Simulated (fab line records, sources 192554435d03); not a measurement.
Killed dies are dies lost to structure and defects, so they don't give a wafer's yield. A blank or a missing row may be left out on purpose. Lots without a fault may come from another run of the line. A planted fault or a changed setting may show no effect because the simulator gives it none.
fab line records | flow n5_finfet
record lots=9 wafers=27 last_day=19
route steps=1938 shown STI_FIN_REVEAL@199 DUMMY_GATE@223 BEOL_M4@1111 PASSIVATION@1936
lots that met no fault: from a run of the same line without faults
start_h: hours from the record's first day to the start of the lot's first wafer shown | wait_h: hours since the lot's step before | " the same as in the row above | L1.1+2: a row that stands for several wafers | - no value, or no start given | * or withheld: withheld | < > ~ a bound
route shown NAME@n: a module of which the file shows steps, and the number in the route of the first | usual: mean/standard deviation of fault-free wafers | same: alike in all rows | chamber/n: place in a boat | sites: the reading at each site | _std_site: their standard deviation | _edge_site: outer sites' mean less inner sites' | radius_mm: how far each site lies from the wafer's centre | mask NAME#n: copy n | behind: the tool/chamber that last shaped the wafer | hold: why the lot was held/for how many hours/how that ended | device: the transistor (n, p or np) that didn't switch | end of line: the same wafers' tests at the end of the route | a step without rows: its recipe alone | killed: dies lost to structure and defects at the first sort, not the wafer's yield | map: a wafer's dies, x killed, . not, _ none there
set.NAME: the setting as run; set.NAME@STEP: as run at that earlier step | model.NAME: the simulator's own value behind a step, which no gauge read
steps of the route over a sample of lots; a table a step, a row a wafer
services: from which hour (start_h, from the record's first day; less than 0 if before it) a tool's chamber was out of use, for how many hours, and why
## steps
# step N5_STI_FIN_REVEAL_ETCH_34
# recipe chemistry=H2 mode=isotropic material=Si target=Si target_depth_a=9.7 temp_c=20 pressure_mtorr=4.5 icp_w=300 bias_w=0 h2_flow_sccm=7.5 he_flow_sccm=142.5
# usual drypump_motor_current_A=5.6/0.49 oes_product_au=1.001/0.011 throttle_valve_pct=25.77/0.28
# columns lot.wafer tool chamber start_h wait_h drypump_motor_current_A oes_product_au rf_hours_counter_h throttle_valve_pct
L162.4 rie_si-02 0 42.62 0.1 5.7 1.011 98 25.86
L162.5 " 1 " " 6.0 1.010 - 25.46
L162.6 " 2 " " 5.5 1.007 - 25.93
L164.4 rie_si-01 3 56.30 0.1 4.7 1.001 40 26.08
L164.5 " 3 " " 4.7 1.005 - 26.06
L164.6 " 2 " " 5.4 0.983 - 25.63
L166.2 rie_si-02 1 66.46 0.1 6.0 1.022 142 25.47
L166.5 " 0 " " 5.7 1.012 - 25.86
L166.6 " 1 " " 6.0 1.018 - 25.48
L172.1 rie_si-06 2 102.06 0.2 6.1 0.998 105 25.60
L172.2 " 1 " " 4.9 0.988 124 24.97
L172.3 " 0 " " 4.9 0.988 1 26.26
L180.1 rie_si-02 2 150.04 0.2 5.5 0.973 1 25.90
L180.3 " 3 " " 6.0 0.993 76 25.64
L180.6 " 0 " " 5.7 1.015 - 25.87
L181.1 rie_si-01 2 158.35 0.2 5.3 0.982 106 25.65
L181.2 " 3 " " 4.7 1.004 41 26.08
L181.3 " 0 " " 6.1 1.011 157 26.06
L182.2 rie_si-01 2 163.80 0.1 5.3 0.985 107 25.64
L182.3 " 1 " " 5.7 1.006 20 25.68
L182.6 " 0 " " 6.1 1.005 - 26.08
L183.4 rie_si-02 1 175.17 0.1 6.0 1.008 144 25.47
L183.5 " 2 " " 5.5 0.993 - 25.89
L183.6 " 3 " " 6.0 0.994 - 25.65
L184.1 rie_si-01 0 178.50 0.2 6.1 1.002 157 26.08
L184.3 " 3 " " 4.7 1.002 42 26.06
L184.6 " 0 " " 6.1 1.000 - 26.07
# step N5_STI_FIN_REVEAL_OXIDATION_31
# recipe chemistry=O2_PLASMA_REMOTE temp_c=150 time_s=20 pressure_mtorr=1000 source_power_w=2000 o2_flow_sccm=3000
# usual drypump_motor_current_A=6.0/0.55 heater_power_w=137/13
# columns lot.wafer tool chamber start_h wait_h drypump_motor_current_A heater_power_w rf_hours_counter_h
L162.4 plasma_asher-02 1 42.70 0.1 5.4 126 -
L162.5 " 0 " " 6.6 130 -
L162.6 " 1 " " 5.4 130 -
L164.4 plasma_asher-02 1 56.38 0.1 5.4 131 -
L164.5 " 1 " " 5.4 129 -
L164.6 " 0 " " 6.6 128 -
L166.2 plasma_asher-01 1 66.52 0.0 5.6 161 85
L166.5 " 0 " " 6.5 134 -
L166.6 " 1 " " 5.6 164 -
L172.1 plasma_asher-01 1 102.12 0.0 5.5 158 91
L172.2 " 0 " " 6.5 137 91
L172.3 " 1 " " 5.5 160 -
L180.1 plasma_asher-02 0 150.10 0.0 6.7 130 52
L180.3 " 0 " " 6.7 128 -
L180.6 " 0 " " 6.7 125 -
L181.1 plasma_asher-01 1 158.41 0.0 5.6 160 102
L181.2 " 0 " " 6.5 137 102
L181.3 " 0 " " 6.5 137 -
L182.2 plasma_asher-01 0 163.87 0.0 6.5 137 103
L182.3 " 0 " " 6.4 139 -
L182.6 " 0 " " 6.5 137 -
L183.4 plasma_asher-02 0 175.25 0.1 6.6 130 -
L183.5 " 1 " " 5.4 125 -
L183.6 " 0 " " 6.6 128 -
L184.1 plasma_asher-01 1 178.56 0.0 5.6 164 106
L184.3 " 0 " " 6.5 135 -
L184.6 " 0 " " 6.5 136 -
# step N5_DUMMY_GATE_COAT_35
# recipe resist=SiARC temp_c=220 time_s=60 spin_rpm=1500 resist_thk_nm=10
# usual spin_speed_rpm=1499.9/1.1
# columns lot.wafer tool chamber start_h wait_h spin_speed_rpm
L162.4 litho_track-05 0 56.83 - 1499.2
L162.5 " 0 " " 1500.4
L162.6 " 0 " " 1499.3
L164.4 litho_track-04 0 65.22 - 1500.4
L164.5 " 0 " " 1500.4
L164.6 " 0 " " 1499.4
L166.2 litho_track-01 0 77.20 - 1499.4
L166.5 " 0 " " 1500.9
L166.6 " 0 " " 1500.7
L172.1 litho_track-01 0 111.03 - 1499.6
L172.2 " 0 " " 1499.3
L172.3 " 0 " " 1500.2
L180.1 litho_track-01 0 158.96 - 1802.6
L180.3 " 0 " " 1803.8
L180.6 " 0 " " 1804.9
L181.1 litho_track-01 0 168.66 - 1804.5
L181.2 " 0 " " 1805.0
L181.3 " 0 " " 1804.2
L182.2 litho_track-05 0 173.24 - 1500.6
L182.3 " 0 " " 1500.8
L182.6 " 0 " " 1498.8
L183.4 litho_track-04 0 184.08 - 1500.0
L183.5 " 0 " " 1499.2
L183.6 " 0 " " 1500.8
L184.1 litho_track-05 0 188.73 - 1500.7
L184.3 " 0 " " 1499.1
L184.6 " 0 " " 1500.0
# step N5_DUMMY_GATE_DESCUM_20
# recipe chemistry=O2 time_s=6.2 source_power_w=50 bias_power_w=20 pressure_mtorr=20 rf_frequency_hz=2.712e+07 temp_c=40 resist=CAR-EUV o2_flow_sccm=225
# usual bias_power_w=19.99/0.063 drypump_motor_current_A=5.5/0.42 oes_product_au=0.79/0.077 rf_vpp_V=243.4/1.2 showerhead_plenum_p_Torr=2.10/0.044 throttle_valve_pct=20.36/0.23
# columns lot.wafer tool chamber start_h wait_h bias_power_w drypump_motor_current_A oes_product_au rf_hours_counter_h rf_vpp_V showerhead_plenum_p_Torr throttle_valve_pct
L162.4 rie_diel-03 3 57.26 0.1 20.07 5.4 0.79 109 244.6 2.10 20.57
L162.5 " 0 " " 20.04 6.3 0.70 - 242.5 2.07 20.45
L162.6 " 3 " " 20.13 5.4 0.78 - 242.9 2.10 20.57
L164.4 rie_diel-03 2 66.05 0.4 19.99 5.8 0.73 149 245.0 2.17 20.10
L164.5 " 2 " " 19.97 5.7 0.74 - 244.9 2.17 20.10
L164.6 " 1 " " 19.95 5.1 0.86 - 243.6 2.13 20.17
L166.2 rie_diel-05 0 78.19 0.5 19.84 4.9 0.72 189 242.3 2.08 20.63
L166.5 " 2 " " 19.94 5.8 0.85 - 243.6 2.11 20.65
L166.6 " 3 " " 20.03 5.4 0.80 - 243.9 2.11 20.12
L172.1 rie_diel-03 1 111.42 0.0 19.97 5.2 0.83 63 243.5 2.12 20.18
L172.2 " 3 " " 20.09 5.4 0.76 127 243.1 2.09 20.59
L172.3 " 2 " " 20.04 5.8 0.72 165 245.3 2.17 20.12
L180.1 rie_diel-05 2 159.81 0.4 19.97 5.8 0.82 94 243.4 2.10 20.68
L180.3 " 3 " " 20.03 5.4 0.77 120 243.8 2.10 20.16
L180.6 " 0 " " 19.96 4.9 0.70 - 243.9 2.07 20.68
L181.1 rie_diel-05 2 169.05 0.0 20.02 5.8 0.82 98 243.8 2.10 20.69
L181.2 " 1 " " 20.00 4.9 0.87 55 242.5 2.04 20.19
L181.3 " 0 " " 19.96 4.9 0.69 216 242.6 2.07 20.68
L182.2 rie_diel-03 1 173.63 0.0 20.02 5.1 0.81 81 243.1 2.12 20.22
L182.3 " 3 " " 19.93 5.4 0.76 143 244.1 2.08 20.62
L182.6 " 3 " " 20.07 5.4 0.75 - 242.9 2.08 20.62
L183.4 rie_diel-03 1 184.63 0.1 20.00 5.1 0.82 83 242.7 2.12 20.24
L183.5 " 1 " " 20.09 5.1 0.82 - 242.0 2.12 20.21
L183.6 " 2 " " 19.88 5.8 0.70 - 244.1 2.16 20.15
L184.1 rie_diel-06 0 189.25 0.0 20.03 5.4 0.71 207 242.1 2.07 20.67
L184.3 " 2 " " 19.96 5.8 0.78 108 243.0 2.11 20.53
L184.6 " 2 " " 19.98 5.9 0.77 - 244.0 2.11 20.52
# step N5_BEOL_M4_RC_MEAS_101
# usual DIBL_N=36.2/1.2 DIBL_P=36.3/1.3 IOFF_N=0.155/0.019 IOFF_P=0.210/0.029 ION_N=677/8.6 ION_P=465/6.8 SS_N=71.4/0.48 SS_P=73.2/0.53 VT_N=249.9/2.4 VT_P=-250/3.2
# columns lot.wafer tool chamber start_h wait_h DIBL_N[mV/V] DIBL_P[mV/V] IOFF_N[nA/um] IOFF_P[nA/um] ION_N[uA/um] ION_P[uA/um] SS_N[mV/dec] SS_P[mV/dec] VT_N[mV] VT_P[mV]
L162.4 prober-01 0 176.70 0.5 35.3 36.5 0.138 0.190 682 470 70.8 73.2 250.0 -251
L162.5 " 0 " " 36.7 38.1 0.162 0.215 675 464 72.0 73.5 250.2 -249
L162.6 " 0 " " 34.3 35.1 0.116 0.163 674 460 70.3 72.9 257.5 -254
L164.4 prober-01 0 188.14 0.5 34.5 35.1 0.138 0.196 682 470 70.4 73.4 250.0 -249
L164.5 " 0 " " 34.6 34.9 0.140 0.194 670 465 70.7 72.7 251.1 -251
L164.6 " 0 " " 34.0 34.1 0.121 0.177 664 456 70.3 72.9 253.0 -254
L166.2 prober-02 0 206.36 0.2 37.6 37.0 0.164 0.198 679 458 71.6 73.7 248.7 -252
L166.5 " 0 " " 37.2 36.6 0.149 0.181 673 457 71.4 74.1 252.1 -253
L166.6 " 0 " " 36.1 35.7 0.144 0.183 674 465 71.0 73.3 251.6 -251
L172.1 prober-01 0 253.57 0.0 35.5 35.8 0.165 0.222 687 467 71.0 73.1 245.4 -249
L172.2 " 0 " " 37.7 37.8 0.204 0.267 678 470 71.8 73.8 246.3 -248
L172.3 " 0 " " 35.9 35.3 0.152 0.218 678 469 71.9 73.3 252.4 -250
L180.1 prober-02 0 284.92 0.0 35.8 36.8 0.170 0.225 678 472 71.5 73.3 245.8 -248
L180.3 " 0 " " 35.6 36.4 0.158 0.217 681 469 71.2 73.2 249.6 -248
L180.6 " 0 " " 34.0 34.9 0.139 0.197 679 467 70.5 73.4 247.4 -249
L181.1 prober-02 0 303.74 0.0 34.4 35.3 0.122 0.160 668 457 70.6 72.8 253.7 -255
L181.2 " 0 " " 35.5 36.5 0.139 0.180 681 462 71.3 73.1 249.6 -254
L181.3 " 0 " " 35.8 36.0 0.135 0.172 664 452 71.3 72.6 249.5 -251
L182.2 prober-02 0 308.16 0.2 37.6 36.5 0.155 0.207 665 457 71.7 72.6 250.2 -250
L182.3 " 0 " " 37.3 37.1 0.156 0.218 680 465 71.6 72.3 250.3 -249
L182.6 " 0 " " 37.2 36.3 0.147 0.203 671 467 71.3 73.1 250.7 -249
L184.1 prober-02 0 322.78 0.0 35.4 33.4 0.128 0.159 657 451 70.9 72.4 252.2 -254
L184.3 " 0 " " 36.9 35.5 0.159 0.188 673 459 71.7 72.8 250.4 -251
L184.6 " 0 " " 37.4 36.0 0.164 0.199 674 458 71.9 73.6 249.7 -252
L183.4 prober-02 0 329.51 0.5 36.7 36.1 0.170 0.206 676 466 71.5 73.0 247.0 -251
L183.5 " 0 " " 36.6 35.9 0.166 0.199 676 461 70.6 73.5 250.3 -252
L183.6 " 0 " " 37.7 38.0 0.184 0.240 690 471 72.1 73.9 245.6 -249
# step N5_PASSIVATION_PROBE_49
# usual defect_limited_yield=91.2/1.4 killed_at_M0_to_M3=34/10 killed_at_M4_up=13/5.1 killed_at_contacts=12/6.5 killed_at_front_end=41/11 killed_at_other=4/3.3 killed_dies=104/16 killed_open=69/13 killed_short=33/7 sort_bin_5_function=5.1/0.91 sort_bin_6_memory=3.3/0.69 sort_n_pass=1076/16 sort_yield_pct=91.2/1.4
# same gross_dies=1180 killed_at_back_side=0 sort_bin_4_leakage[%]=0 sort_bin_8_speed[%]=0
# columns lot.wafer tool chamber start_h wait_h defect_limited_yield[%] killed_at_M0_to_M3 killed_at_M4_up killed_at_contacts killed_at_front_end killed_at_other killed_dies killed_open killed_short sort_bin_5_function[%] sort_bin_6_memory[%] sort_n_pass sort_yield_pct[%]
L181.3 prober-02 - 410.68 0.1 93.5 38 12 1 25 1 77 46 29 4.1 2.4 1103 93.5
# killed by level:class
L181.3 BEOL_M0_SAQP:geometric_particle:short=17 STI_FIN_REVEAL:geometric_particle:open=15 BEOL_M0_SAQP:geometric_particle:open=10 BEOL_M1:geometric_particle:open=6 BEOL_M4:geometric_particle:open=5 BEOL_M4:geometric_particle:short=5 STI_FIN_REVEAL:geometric_particle:short=2 ILD0:geometric_particle:short=2
## services
# columns tool chamber start_h hours kind
rie_si-02 3 27.73 6.7 repair
rie_si-02 3 38.60 2.0 repair
rie_diel-06 1 45.23 9.4 repair
rie_diel-05 - 53.95 0.3 repair
litho_track-01 - 58.87 - consumable_replace:filter
rie_si-02 2 75.73 - clean
rie_si-02 2 75.73 13.4 scheduled_down
rie_si-02 2 75.73 13.4 vent_cycle
rie_si-06 1 90.62 10.5 repair
rie_si-06 - 90.73 0.3 repair
rie_si-06 3 95.15 22.9 repair
rie_si-06 0 105.77 2.3 repair
plasma_asher-01 - 108.19 1.7 repair
rie_diel-03 0 109.73 - clean
rie_diel-03 0 109.73 - consumable_replace:focus_ring
rie_diel-03 0 109.73 26.8 scheduled_down
rie_diel-03 0 109.73 26.8 vent_cycle
rie_si-06 0 129.46 5.0 repair
rie_diel-06 1 144.27 14.9 repair
rie_diel-03 3 152.15 13.5 repair
rie_diel-03 - 157.17 10.0 pm
rie_si-02 - 161.79 2.8 pm
rie_diel-05 3 175.74 3.6 repair
plasma_asher-02 - 178.96 28.1 pm
## key
first_sign step=N5_DUMMY_GATE_COAT_35 reading=spin_speed_rpm direction=up sigmas=99+ usual=* struck=*
effect none on later readings
met_at N5_DUMMY_GATE_COAT_35
struck_lots L180,L181
not_acting_at N5_STI_FIN_REVEAL_ETCH_34,N5_STI_FIN_REVEAL_OXIDATION_31,N5_DUMMY_GATE_DESCUM_20
onset_between 111.03 158.96
fault kind=process_parameter_drift tool=litho_track-01 chamber=- onset_h=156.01 steps=N5_DUMMY_GATE_COAT_35 channel=spin_rpm offset=* shape=step end_h=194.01 acts_in=* stated=*
